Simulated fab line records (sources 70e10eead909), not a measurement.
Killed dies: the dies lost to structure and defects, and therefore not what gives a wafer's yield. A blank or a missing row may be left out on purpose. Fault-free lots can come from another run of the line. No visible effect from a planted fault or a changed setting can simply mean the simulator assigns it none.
A struck lot beside a sound one | flow nand-harc | 18 steps out of a route of 1302
Sound: these wafers, L670.3, L670.4, L670.6. The struck wafers were L663.2, L663.5, L663.6. The cause is named last.
Order at every step that has rows: each side's tool, ch and its chambers, its first start. Under that, the readings that differ: sound wafers | struck wafers | difference of the means | sigmas: that difference in standard deviations of wafers without a fault.
alike: same words and numbers on both sides, and readings whose means sit less than 2 such deviations apart. not compared: any withheld reading, any reading some wafer has no value for, any bound like >300 that may hide the same value, and any number with overlapping values for which the record gives no deviation.
A row with sigmas, a row that says differs or no value, or rows on one side alone: a step with any of these is where the two part. Numbers that don't overlap but have no deviation are shown without sigmas and don't part them. A reading missing from all wafers of one side parts the sides only when that side holds two or more wafers.

NHARC_A_CONTACT_CVD_19: deposits W, target thk 300 nm, time 802 s.
  sound: cvd-w-01 ch 0,1; struck: cvd-w-01 ch 0,1
  alike: heater-power-w, throttle-valve-pct
NHARC_A_CONTACT_CMP_20: polishes, t overpolish 30 s, target thk 300 nm.
  sound on cmp-01 ch 0,1,2, day 29 23:57; struck on cmp-03 ch 0,2,3, day 28 00:50
  alike: motor-current-A, overpolish-run-s, slurry-filter-dp-kPa, time-to-endpoint-s
after that, 1 step had no rows for these wafers: NHARC_A_CONTACT_SRD_22.
NHARC_A_CONTACT_INSPECT_23:
  sound on defect-inspect-02 at day 30 00:20; struck on defect-inspect-01 at day 28 01:11
  alike: raw-defect-count
then, 7 steps without rows for these wafers: NHARC_A_BLC_DEHYDRATE_00 (time 120 s); NHARC_A_BLC_HMDS_01 (time 30 s); NHARC_A_BLC_COAT_02 (time 75 s); NHARC_A_BLC_COAT_03 (time 65 s); NHARC_A_BLC_COAT_04 (resist thk 90 nm); NHARC_A_BLC_SOFTBAKE_05 (time 55 s); NHARC_A_BLC_EBR_06.
NHARC_A_BLC_EXPOSE_07: exposes mask A BLC, target cd 100 nm.
  sound on arfi-scanner-01 ch 0, day 30 00:43; struck on arfi-scanner-02 ch 0, day 28 01:33
  reading                       | sound                | struck            | difference | sigmas
  model.A_BLC.overlay-x-nm (nm) | 0.5713 0.5713 0.5713 | 33.32 33.32 33.32 | +32.75     |
  alike: mask, stage-vel-mm-s
then, 2 steps without rows for these wafers: NHARC_A_BLC_PEB_08 (peb time 65 s); NHARC_A_BLC_DEVELOP_09 (develop time 35 s).
NHARC_A_BLC_CD_MEAS_10: the cd target is 100 nm.
  sound on cd-sem-03 ch 0, day 30 00:51; struck on cd-sem-02 ch 0, day 28 01:41
  alike: cd-nm
NHARC_A_BLC_OVL_MEAS_11:
  sound on overlay-02 at day 30 00:56; struck on overlay-01 at day 28 01:46
  reading           | sound       | struck         | difference | sigmas
  overlay-x-nm (nm) | 0.7 0.4 0.8 | 33.6 33.4 33.7 | +32.9      | +48
  alike: overlay-y-nm
NHARC_A_BLC_INSPECT_12:
  sound on defect-inspect-01 at day 30 00:58; struck on defect-inspect-01 at day 28 01:49
  alike: raw-defect-count
after that, 1 step had no rows for these wafers: NHARC_END_SORT_01.

## WHERE THEY PART
At NHARC_A_BLC_OVL_MEAS_11 and nowhere else, as far as this record goes. Later steps at which nothing parts them and some readings are alike: NHARC_A_BLC_INSPECT_12.

WHY: what had been put in by the simulator
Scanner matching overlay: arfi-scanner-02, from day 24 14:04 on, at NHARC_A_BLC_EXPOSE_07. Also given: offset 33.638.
